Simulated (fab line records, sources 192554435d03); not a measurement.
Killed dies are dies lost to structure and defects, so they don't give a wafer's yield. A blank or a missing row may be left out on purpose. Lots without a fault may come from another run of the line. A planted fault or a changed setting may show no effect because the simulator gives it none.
fab line records | flow n5_finfet
record lots=7 wafers=21
route steps=1938 shown BEOL_M7@1281 BEOL_M8@1359 BEOL_M10@1494 BEOL_M11@1587 BEOL_M13@1665 BEOL_M14@1739
start_h: hours from the record's first day to the start of the lot's first wafer shown | wait_h: hours since the lot's step before | " the same as in the row above | L1.1+2: a row that stands for several wafers | - no value, or no start given | * or withheld: withheld | < > ~ a bound
route shown NAME@n: a module of which the file shows steps, and the number in the route of the first | usual: mean/standard deviation of fault-free wafers | same: alike in all rows | chamber/n: place in a boat | sites: the reading at each site | _std_site: their standard deviation | _edge_site: outer sites' mean less inner sites' | radius_mm: how far each site lies from the wafer's centre | mask NAME#n: copy n | behind: the tool/chamber that last shaped the wafer | hold: why the lot was held/for how many hours/how that ended | device: the transistor (n, p or np) that didn't switch | end of line: the same wafers' tests at the end of the route | a step without rows: its recipe alone | killed: dies lost to structure and defects at the first sort, not the wafer's yield | map: a wafer's dies, x killed, . not, _ none there
set.NAME: the setting as run; set.NAME@STEP: as run at that earlier step | model.NAME: the simulator's own value behind a step, which no gauge read
lots whose settings were changed on purpose; a table a step, a row a wafer
## steps
# step N5_BEOL_M7_ETCH_62
# recipe chemistry=N2/H2 target=SOC target_depth_a=1100 overetch_a=220 mask_material=SiARC temp_c=40 time_s=165 ion_energy_ev=200 pressure_mtorr=30 source_w=840 bias_w=150 n2_flow_sccm=200 h2_flow_sccm=200
# usual rf_vpp_V=525.0/2.3
# columns lot.wafer tool chamber start_h wait_h set.source_w rf_vpp_V model.SiARC_of_BEOL_M7_COAT_60.thk_nm
L075.1 rie_diel-03 2 196.92 0.0 990.6 495.4 28
L075.4 " 1 " " 990.6 492.0 28
L075.6 " 2 " " 840 523.3 28.6
L076.1 rie_diel-03 1 214.05 0.0 768.6 535.7 29
L076.4 " 2 " " 840 524.0 28.8
L076.6 " 2 " " 768.6 540.0 29
L078.1 rie_diel-03 2 229.08 0.0 768.3 538.4 29.2
L078.2 " 1 " " 768.3 536.6 29.2
L078.6 " 3 " " 840 528.4 28.6
L085.1 rie_diel-03 2 255.01 0.0 913.1 510.5 28.2
L085.4 " 3 " " 840 527.8 28.6
L085.5 " 0 " " 840 525.0 28.8
L089.3 rie_diel-04 0 279.49 0.0 905 510.9 28.2
L089.5 " 1 " " 840 526.6 28.4
L089.6 " 2 " " 905 512.9 28.2
L093.4 rie_diel-03 2 310.13 0.0 840 524.7 28.8
L093.5 " 2 " " 840 524.1 28.6
L093.6 " 3 " " 840 527.4 28.4
L097.3 rie_diel-02 1 340.30 0.0 840 524.4 28.2
L097.5 " 1 " " 740 545.9 28.6
L097.6 " 2 " " 840 523.9 28
# step N5_BEOL_M8_COAT_22
# recipe resist=CAR-EUV spin_rpm=1500 resist_thk_nm=30
# columns lot.wafer tool chamber start_h wait_h set.spin_rpm model.CAR-EUV_of_BEOL_M8_COAT_22.thk_nm
L075.1 litho_track-01 0 - - 1500 30
L075.4+6 " 0 " " 1583 29.2
L076.1+4 litho_track-04 0 - - 1391 31.2
L076.6 " 0 " " 1500 30
L078.1+6 litho_track-01 0 - - 1500 30
L078.2 " 0 " " 1645 28.8
L085.1+5 litho_track-05 0 - - 1500 30
L085.4 " 0 " " 1664 28.6
L089.3 litho_track-04 0 - - 1558 29.6
L089.5 " 0 " " 1500 30
L089.6 " 0 " " 1500 30.2
L093.4+5+6 litho_track-04 0 - - 1500 30.2
L097.3+5+6 litho_track-05 0 - - 1500 30
# step N5_BEOL_M8_EBR_24
# recipe solvent=PGMEA ebr_width_mm=1.5
# step N5_BEOL_M8_SOFTBAKE_23
# recipe temp_c=110 time_s=60 resist=CAR-EUV
# step N5_BEOL_M8_EXPOSE_25
# recipe mask_id=V7 na=0.33 source_shape=annular sigma_inner=0.4 sigma_outer=0.8 polarization=unpolarized target_cd_nm=40 dose_mj=42.5
# step N5_BEOL_M8_PEB_26
# recipe peb_temp_c=100 peb_time_s=60 resist=CAR-EUV
# step N5_BEOL_M8_DEVELOP_27
# recipe develop_time_s=30 developer=TMAH resist=CAR-EUV rinse_liquid=surfactant_rinse dry=air_spin dev_temp_c=23
# columns lot.wafer tool chamber start_h wait_h set.spin_rpm@BEOL_M8_COAT_22 model.CAR-EUV_of_BEOL_M8_COAT_22.thk_nm
L075.1 litho_track-04 0 - - 1500 29.4
L075.4+6 " 0 " " 1583 28.8
L076.1+4 litho_track-04 0 - - 1391 30.8
L076.6 " 0 " " 1500 29.6
L078.1+6 litho_track-05 0 - - 1500 29.6
L078.2 " 0 " " 1645 28.2
L085.1+5 litho_track-01 0 - - 1500 29.6
L085.4 " 0 " " 1664 28
L089.3 litho_track-04 0 - - 1558 29
L089.5+6 " 0 " " 1500 29.6
L093.4 litho_track-05 0 - - 1500 29.8
L093.5+6 " 0 " " 1500 29.6
L097.3+5 litho_track-01 0 - - 1500 29.4
L097.6 " 0 " " 1500 29.6
# step N5_BEOL_M8_DESCUM_33
# recipe chemistry=O2 time_s=7 source_power_w=50 bias_power_w=20 pressure_mtorr=20 rf_frequency_hz=2.712e+07 temp_c=40 resist=CAR-EUV o2_flow_sccm=225
# columns lot.wafer tool chamber start_h wait_h set.spin_rpm@BEOL_M8_COAT_22 model.CAR-EUV_of_BEOL_M8_COAT_22.thk_nm
L075.1 rie_diel-01 2 206.97 0.1 1500 26
L075.4+6 " 1,3 " " 1583 25.4
L076.1 rie_diel-06 3 224.13 0.0 1391 27.4
L076.4 " 0 " " 1391 27.2
L076.6 " 3 " " 1500 26.2
L078.1+6 rie_diel-06 1 239.77 0.0 1500 26
L078.2 " 3 " " 1645 24.8
L085.1 rie_diel-01 2 266.59 0.4 1500 26
L085.4 " 2 " " 1664 24.6
L085.5 " 0 " " 1500 26.2
L089.3 rie_diel-06 0 290.63 0.0 1558 25.6
L089.5+6 " 0,3 " " 1500 26.2
L093.4+5+6 rie_diel-05 3,0,3 320.28 0.0 1500 26.2
L097.3+5+6 rie_diel-05 1,3,0 354.96 0.0 1500 26
# step N5_BEOL_M10_COAT_63
# recipe resist=SOC temp_c=250 time_s=60 spin_rpm=1500 resist_thk_nm=100
# columns lot.wafer tool chamber start_h wait_h set.spin_rpm model.SOC_of_BEOL_M10_COAT_63.thk_nm
L075.1 litho_track-05 0 223.19 0.1 1500 100.2
L075.4+6 " 0 " " 1500 100.4
L076.1 litho_track-03 0 239.58 1.1 1500 100
L076.4 " 0 " " 1432 102.2
L076.6 " 0 " " 1500 99.8
L078.1 litho_track-03 0 254.66 0.0 1500 99.8
L078.2+6 " 0 " " 1500 99.6
L085.1+4+5 litho_track-05 0 282.30 1.7 1500 100.2
L089.3 litho_track-03 0 303.28 0.0 1500 99.8
L089.5 " 0 " " 1500 99.4
L089.6 " 0 " " 1500 99.2
L093.4+6 litho_track-05 0 334.31 1.2 1500 100.2
L093.5 " 0 " " 1500 100
L097.3 litho_track-04 0 373.43 2.2 1500 100.2
L097.5 " 0 " " 1500 99.8
L097.6 " 0 " " 1575 97.4
# step N5_BEOL_M10_PEB_26
# recipe peb_temp_c=withheld peb_time_s=60 resist=CAR-ArF
# columns lot.wafer tool chamber start_h wait_h set.peb_time_s
L075.1+4+6 litho_track-04 0 223.37 0.1 60
L076.1 litho_track-05 0 239.76 0.1 60
L076.4+6 " 0 " " 55.25
L078.1+2 litho_track-05 0 254.84 0.1 72.33
L078.6 " 0 " " 60
L085.1+4+5 litho_track-05 0 282.77 0.1 60
L089.3 litho_track-05 0 303.46 0.0 72.93
L089.5+6 " 0 " " 60
L093.4+5+6 litho_track-03 0 334.62 0.0 60
L097.3+5+6 litho_track-03 0 373.74 0.0 60
# step N5_BEOL_M10_DEVELOP_27
# recipe develop_time_s=30 developer=TMAH resist=CAR-ArF rinse_liquid=diw dry=air_spin dev_temp_c=23
# step N5_BEOL_M10_CD_MEAS_28
# recipe target_cd_nm=70 landing_energy_ev=500 detector=se_inlens polarity=opening
# usual cd_nm=70.4/0.9
# columns lot.wafer tool chamber start_h wait_h set.peb_time_s@BEOL_M10_PEB_26 cd_nm
L075.1 cd_sem-01 0 223.44 - 60 70.6
L075.4 " 0 " " 60 70.4
L075.6 " 0 " " 60 70.8
L076.1 cd_sem-03 0 239.83 - 60 71.1
L076.4 " 0 " " 55.25 68.4
L076.6 " 0 " " 55.25 67.2
L078.1 cd_sem-01 0 254.91 - 72.33 78.4
L078.2 " 0 " " 72.33 78.6
L078.6 " 0 " " 60 71.5
L085.1 cd_sem-01 0 282.84 - 60 70.2
L085.4 " 0 " " 60 68.5
L085.5 " 0 " " 60 69.1
L089.3 cd_sem-03 0 303.53 - 72.93 77.9
L089.5 " 0 " " 60 71.2
L089.6 " 0 " " 60 71.7
L093.4 cd_sem-03 0 334.68 - 60 70.3
L093.5 " 0 " " 60 69.5
L093.6 " 0 " " 60 71.4
L097.3 cd_sem-02 0 373.81 - 60 70.5
L097.5 " 0 " " 60 71.5
L097.6 " 0 " " 60 71.0
# step N5_BEOL_M10_DESCUM_33
# recipe chemistry=O2 time_s=7.9 source_power_w=50 bias_power_w=20 pressure_mtorr=20 rf_frequency_hz=2.712e+07 temp_c=40 resist=CAR-ArF o2_flow_sccm=225
# step N5_BEOL_M10_ETCH_65
# recipe chemistry=CF4 target=SiARC target_depth_a=390 mask_material=CAR-ArF time_s=65 ion_energy_ev=80 pressure_mtorr=40 source_w=545 bias_w=36 Ar_flow_sccm=100 cf4_flow_sccm=100 ends=cleared
# step N5_BEOL_M10_ETCH_66
# recipe chemistry=N2/H2 target=SOC target_depth_a=1200 overetch_a=240 mask_material=SiARC temp_c=40 time_s=180 ion_energy_ev=200 pressure_mtorr=30 source_w=840 bias_w=150 n2_flow_sccm=200 h2_flow_sccm=200
# columns lot.wafer tool chamber start_h wait_h set.spin_rpm@BEOL_M10_COAT_63 model.etch.depth_nm
L075.1 rie_diel-05 3 223.65 0.1 1500 100.1
L075.4+6 " 0 " " 1500 100.4
L076.1 rie_diel-01 1 240.16 0.0 1500 100
L076.4 " 3 " " 1432 102.2
L076.6 " 1 " " 1500 99.81
L078.1 rie_diel-01 3 255.08 0.0 1500 99.75
L078.2 " 1 " " 1500 99.67
L078.6 " 1 " " 1500 99.64
L085.1+4+5 rie_diel-05 2,1,2 283.31 0.0 1500 100.3
L089.3 rie_diel-01 2 303.70 0.0 1500 99.73
L089.5 " 0 " " 1500 99.4
L089.6 " 1 " " 1500 99.29
L093.4 rie_diel-05 2 334.85 0.0 1500 100.1
L093.5 " 3 " " 1500 99.91
L093.6 " 2 " " 1500 100.2
L097.3 rie_diel-06 3 373.98 0.0 1500 100.1
L097.5 " 0 " " 1500 99.89
L097.6 " 1 " " 1575 97.5
# step N5_BEOL_M10_VIA_ETCH_34
# recipe chemistry=C4F6/O2 target=SiCOH_lowk target_depth_a=1845 mask_material=SOC taper_deg=4 time_s=69.2 ion_energy_ev=250 pressure_mtorr=30 source_w=345 bias_w=185 Ar_flow_sccm=300 C4F6_flow_sccm=10 O2_flow_sccm=10
# columns lot.wafer tool chamber start_h wait_h set.time_s set.spin_rpm@BEOL_M10_COAT_63 model.etch.depth_nm model.SOC_of_BEOL_M10_COAT_63.thk_nm
L075.1 rie_diel-05 3 223.84 0.0 69.2 1500 184.7 92
L075.4 " 0 " " 69.2 1500 184.6 92.4
L075.6 " 0 " " 69.2 1500 183.5 92.4
L076.1 rie_diel-01 1 240.28 0.0 69.2 1500 178.9 92.2
L076.4 " 3 " " 78.52 1432 209.4 93.2
L076.6 " 1 " " 78.52 1500 203.4 91
L078.1 rie_diel-01 3 255.20 0.0 69.2 1500 180.4 92
L078.2 " 1 " " 69.2 1500 175.1 92.2
L078.6 " 1 " " 75.9 1500 192.1 91.4
L085.1 rie_diel-05 2 283.44 0.0 77.03 1500 206.9 91.2
L085.4 " 1 " " 69.2 1500 188.8 92
L085.5 " 2 " " 69.2 1500 185.9 92.2
L089.3 rie_diel-01 2 303.82 0.0 60.71 1500 167.7 92.4
L089.5 " 0 " " 60.71 1500 158.4 92.4
L089.6 " 1 " " 69.2 1500 177.5 91.6
L093.4 rie_diel-05 2 334.98 0.0 69.2 1500 189.1 91.8
L093.5 " 3 " " 69.2 1500 186.4 91.8
L093.6 " 2 " " 69.2 1500 187.6 92
L097.3 rie_diel-06 3 374.10 0.0 69.2 1500 182.3 92.2
L097.5 " 0 " " 63.2 1500 161.7 92.6
L097.6 " 1 " " 69.2 1575 188.7 89.4
# step N5_BEOL_M10_ETCH_41
# recipe chemistry=CH3F/O2 target=SiCN target_depth_a=426 taper_deg=2 time_s=86 ion_energy_ev=120 mask_material=TiN pressure_mtorr=30 source_w=395 bias_w=75 Ar_flow_sccm=150 CH3F_flow_sccm=30 O2_flow_sccm=20
# usual rf_vpp_V=297.5/2
# columns lot.wafer tool chamber start_h wait_h set.source_w rf_vpp_V
L075.1 rie_diel-05 3 - - 443.5 285.0
L075.4 " 0 " " 395 294.8
L075.6 " 0 " " 443.5 283.0
L076.1 rie_diel-01 1 - - 331.2 313.7
L076.4 " 3 " " 331.2 312.9
L076.6 " 1 " " 395 296.6
L078.1 rie_diel-01 3 - - 395 296.8
L078.2 " 1 " " 337 313.3
L078.6 " 1 " " 337 314.0
L085.1 rie_diel-05 2 - - 395 300.9
L085.4 " 1 " " 395 299.9
L085.5 " 2 " " 395 299.2
L089.3 rie_diel-01 2 - - 395 297.4
L089.5 " 0 " " 395 297.7
L089.6 " 1 " " 395 295.7
L093.4 rie_diel-05 2 - - 395 299.4
L093.5 " 3 " " 395 295.6
L093.6 " 2 " " 395 300.5
L097.3 rie_diel-06 3 - - 437.9 288.1
L097.5 " 0 " " 395 297.9
L097.6 " 1 " " 395 297.8
# step N5_BEOL_M11_CURE_72
# recipe temp_c=370 time_s=120 ambient=DMADMS/He material=SiCOH_lowk
# usual lamp_power_pct=52.31/0.053
# columns lot.wafer tool chamber start_h wait_h set.time_s lamp_power_pct
L075.1 uv_cure-01 0 232.89 0.0 120 52.19
L075.4 " 0 " " 142.2 51.41
L075.6 " 0 " " 120 52.32
L076.1 uv_cure-02 0 248.37 0.0 111.6 52.23
L076.4 " 0 " " 120 52.29
L076.6 " 0 " " 111.6 52.30
L078.1 uv_cure-01 2 265.66 0.0 133.3 51.72
L078.2 " 2 " " 120 52.23
L078.6 " 2 " " 133.3 51.75
L085.1 uv_cure-01 1 291.77 0.0 120 52.31
L085.4 " 1 " " 141.5 51.45
L085.5 " 1 " " 120 52.28
L089.3 uv_cure-03 0 311.55 0.1 120 52.39
L089.5 " 0 " " 106.4 52.29
L089.6 " 0 " " 106.4 52.28
L093.4 uv_cure-01 1 351.98 0.2 120 52.23
L093.5 " 1 " " 120 52.29
L093.6 " 1 " " 120 52.27
L097.3 uv_cure-01 2 383.11 0.1 120 52.30
L097.5 " 2 " " 137.7 51.59
L097.6 " 2 " " 137.7 51.48
# step N5_BEOL_M11_ALD_74
# recipe material=TaN target_thk_a=20 temp_c=275 ald_precursor_family=PDMAT ald_co_reactant=NH3 pressure_torr=3 carrier_flow_sccm=1500 pulse_time_s=2 purge_time_s=3 co_reactant_purge_time_s=2 co_reactant_pulse_time_s=3 ald_cycles=40 precursor_vessel_temp_c=75 precursor_vessel_pressure_torr=26.25 precursor_vessel_carrier_sccm=1000
# columns lot.wafer tool chamber start_h wait_h set.ald_cycles model.TaN_of_BEOL_M11_ALD_74.thk_nm
L075.1+4 ald_metal-01 0,1 233.50 0.0 40 2
L075.6 " 3 " " 46 2.4
L076.1+4 ald_metal-04 1,2 249.37 0.0 40 2
L076.6 " 0 " " 37 1.8
L078.1+2+6 ald_metal-04 3,1,1 266.21 0.1 40 2
L085.1 ald_metal-03 1 293.71 0.1 40 2
L085.4+5 " 1,0 " " 34 1.6
L089.3+5 ald_metal-04 2,1 313.90 0.0 36 1.8
L089.6 " 2 " " 40 2
L093.4+5+6 ald_metal-04 1,0,1 352.35 0.0 40 2
L097.3+5+6 ald_metal-04 3,3,2 383.65 0.0 35 1.8
# step N5_BEOL_M13_EXPOSE_07
# recipe mask_id=V12 na=0.93 source_shape=conventional sigma_outer=0.6 polarization=unpolarized attpsm_phase_deg=180 dose_mj=24.8
# columns lot.wafer tool chamber start_h wait_h mask set.dose_mj
L075.1+6 krf_scanner-02 0 244.25 - V12#0 25.35
L075.4 " 0 " " V12#0 24.8
L076.1+6 krf_scanner-01 0 255.92 - V12#0 26.05
L076.4 " 0 " " V12#0 24.8
L078.1+2+6 krf_scanner-01 0 273.00 - V12#0 24.09
L085.1 krf_scanner-02 0 306.80 - V12#0 24.8
L085.4+5 " 0 " " V12#0 24.11
L089.3+6 krf_scanner-01 0 319.62 - V12#0 23.2
L089.5 " 0 " " V12#0 24.8
L093.4+5+6 krf_scanner-02 0 361.93 - V12#0 24.8
L097.3 krf_scanner-01 0 394.72 - V12#0 24.8
L097.5+6 " 0 " " V12#0 26.01
# step N5_BEOL_M13_PEB_08
# recipe peb_temp_c=130 peb_time_s=90
# step N5_BEOL_M13_DEVELOP_09
# recipe develop_time_s=45 rinse_liquid=diw dry=air_spin dev_temp_c=21
# step N5_BEOL_M13_HARDBAKE_14
# recipe temp_c=130 time_s=120
# step N5_BEOL_M13_CD_MEAS_10
# recipe target_cd_nm=190 landing_energy_ev=500 detector=se_inlens polarity=opening
# usual cd_nm=189.9/1.3
# columns lot.wafer tool chamber start_h wait_h set.dose_mj@BEOL_M13_EXPOSE_07 cd_nm
L075.1 cd_sem-03 0 244.42 - 25.35 195.5
L075.4 " 0 " " 24.8 191.7
L075.6 " 0 " " 25.35 194.2
L076.1 cd_sem-03 0 256.09 - 26.05 194.0
L076.4 " 0 " " 24.8 188.1
L076.6 " 0 " " 26.05 195.5
L078.1 cd_sem-03 0 273.17 - 24.09 187.8
L078.2 " 0 " " 24.09 187.0
L078.6 " 0 " " 24.09 187.2
L085.1 cd_sem-03 0 306.97 - 24.8 187.0
L085.4 " 0 " " 24.11 185.4
L085.5 " 0 " " 24.11 184.1
L089.3 cd_sem-01 0 319.78 - 23.2 183.7
L089.5 " 0 " " 24.8 188.8
L089.6 " 0 " " 23.2 182.2
L093.4 cd_sem-03 0 362.08 - 24.8 190.4
L093.5 " 0 " " 24.8 191.3
L093.6 " 0 " " 24.8 192.5
L097.3 cd_sem-02 0 394.89 - 24.8 189.2
L097.5 " 0 " " 26.01 195.7
L097.6 " 0 " " 26.01 194.7
# step N5_BEOL_M14_COAT_22
# recipe spin_rpm=2888 resist_thk_nm=300
# columns lot.wafer tool chamber start_h wait_h set.spin_rpm model.coat_of_BEOL_M14_COAT_22.thk_nm
L075.1 litho_track-03 0 - - 2888 300.2
L075.4+6 " 0 " " 2888 299.2
L076.1 litho_track-01 0 - - 2888 301
L076.4 " 0 " " 2633 315
L076.6 " 0 " " 2633 314.4
L078.1 litho_track-03 0 - - 2726 308.8
L078.2 " 0 " " 2726 310.4
L078.6 " 0 " " 2888 301.4
L085.1 litho_track-03 0 - - 2888 299.8
L085.4 " 0 " " 2630 313.4
L085.5 " 0 " " 2888 299.4
L089.3 litho_track-02 0 - - 2888 299.6
L089.5 " 0 " " 3043 291.4
L089.6 " 0 " " 2888 298.4
L093.4 litho_track-02 0 - - 2888 300.6
L093.5+6 " 0 " " 2888 300
L097.3+5 litho_track-01 0 - - 3110 289.6
L097.6 " 0 " " 2888 300.2
# step N5_BEOL_M14_ETCH_68
# recipe chemistry=N2/H2 target=SOC mask_material=SiARC source_w=3000 bias_w=350 temp_c=40 time_s=450 ion_energy_ev=200 pressure_mtorr=30 n2_flow_sccm=200 h2_flow_sccm=200
# columns lot.wafer tool chamber start_h wait_h set.time_s model.SiARC_of_BEOL_M14_COAT_66.thk_nm
L075.1 rie_diel-06 0 250.09 0.1 538.6 56.6
L075.4 " 1 " " 450 65
L075.6 " 1 " " 538.6 55.6
L076.1+6 rie_diel-01 1 265.81 0.1 450 67.2
L076.4 " 0 " " 450 65.8
L078.1 rie_diel-06 0 278.88 0.1 494.5 61.2
L078.2+6 " 3,1 " " 450 65.2
L085.1+5 rie_diel-05 2 312.58 0.1 533.1 57
L085.4 " 0 " " 450 66.6
L089.3 rie_diel-05 0 327.81 0.1 450 65.6
L089.5 " 0 " " 450 65.2
L089.6 " 3 " " 450 64.4
L093.4 rie_diel-01 3 372.77 0.1 450 65
L093.5+6 " 3,2 " " 450 64.8
L097.3 rie_diel-06 1 406.72 0.1 507.1 59.2
L097.5 " 3 " " 507.1 60
L097.6 " 0 " " 507.1 60.6
## key
split step=N5_BEOL_M7_ETCH_62 setting=source_w stated=840 by=wafer
response step=N5_BEOL_M7_ETCH_62 reading=rf_vpp_V change=-1.66 per=1% r=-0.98
response step=N5_BEOL_M7_ETCH_62 reading=model.SiARC_of_BEOL_M7_COAT_60.thk_nm change=-0.0396 per=1% r=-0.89
split step=N5_BEOL_M8_COAT_22 setting=spin_rpm stated=1500 by=wafer
response step=N5_BEOL_M8_COAT_22 reading=model.CAR-EUV_of_BEOL_M8_COAT_22.thk_nm change=-0.135 per=1% r=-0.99
response step=N5_BEOL_M8_DEVELOP_27 reading=model.CAR-EUV_of_BEOL_M8_COAT_22.thk_nm change=-0.146 per=1% r=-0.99
response step=N5_BEOL_M8_DESCUM_33 reading=model.CAR-EUV_of_BEOL_M8_COAT_22.thk_nm change=-0.134 per=1% r=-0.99
split step=N5_BEOL_M10_COAT_63 setting=spin_rpm stated=1500 by=wafer
response step=N5_BEOL_M10_COAT_63 reading=model.SOC_of_BEOL_M10_COAT_63.thk_nm change=-0.514 per=1% r=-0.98
response step=N5_BEOL_M10_ETCH_66 reading=model.etch.depth_nm change=-0.5 per=1% r=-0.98
response step=N5_BEOL_M10_VIA_ETCH_34 reading=model.SOC_of_BEOL_M10_COAT_63.thk_nm change=-0.489 per=1% r=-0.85
split step=N5_BEOL_M10_PEB_26 setting=peb_time_s stated=60 by=wafer
response step=N5_BEOL_M10_CD_MEAS_28 reading=cd_nm change=+0.324 per=1% r=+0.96
split step=N5_BEOL_M10_VIA_ETCH_34 setting=time_s stated=69.2 by=wafer
response step=N5_BEOL_M10_VIA_ETCH_34 reading=model.etch.depth_nm change=+1.77 per=1% r=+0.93
response step=N5_BEOL_M10_VIA_ETCH_34 reading=model.SOC_of_BEOL_M10_COAT_63.thk_nm slope=-0.0766 per=1% together_with=spin_rpm@BEOL_M10_COAT_63 explained=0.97
split step=N5_BEOL_M10_ETCH_41 setting=source_w stated=395 by=wafer
response step=N5_BEOL_M10_ETCH_41 reading=rf_vpp_V change=-1.01 per=1% r=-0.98
split step=N5_BEOL_M11_CURE_72 setting=time_s stated=120 by=wafer
response step=N5_BEOL_M11_CURE_72 reading=lamp_power_pct change=* per=1% r=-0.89
split step=N5_BEOL_M11_ALD_74 setting=ald_cycles stated=40 by=wafer
response step=N5_BEOL_M11_ALD_74 reading=model.TaN_of_BEOL_M11_ALD_74.thk_nm change=+0.0256 per=1% r=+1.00
split step=N5_BEOL_M13_EXPOSE_07 setting=dose_mj stated=24.8 by=wafer
response step=N5_BEOL_M13_CD_MEAS_10 reading=cd_nm change=+1.1 per=1% r=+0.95
split step=N5_BEOL_M14_COAT_22 setting=spin_rpm stated=2888 by=wafer
response step=N5_BEOL_M14_COAT_22 reading=model.coat_of_BEOL_M14_COAT_22.thk_nm change=-1.49 per=1% r=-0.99
split step=N5_BEOL_M14_ETCH_68 setting=time_s stated=450 by=wafer
response step=N5_BEOL_M14_ETCH_68 reading=model.SiARC_of_BEOL_M14_COAT_66.thk_nm change=-0.474 per=1% r=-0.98
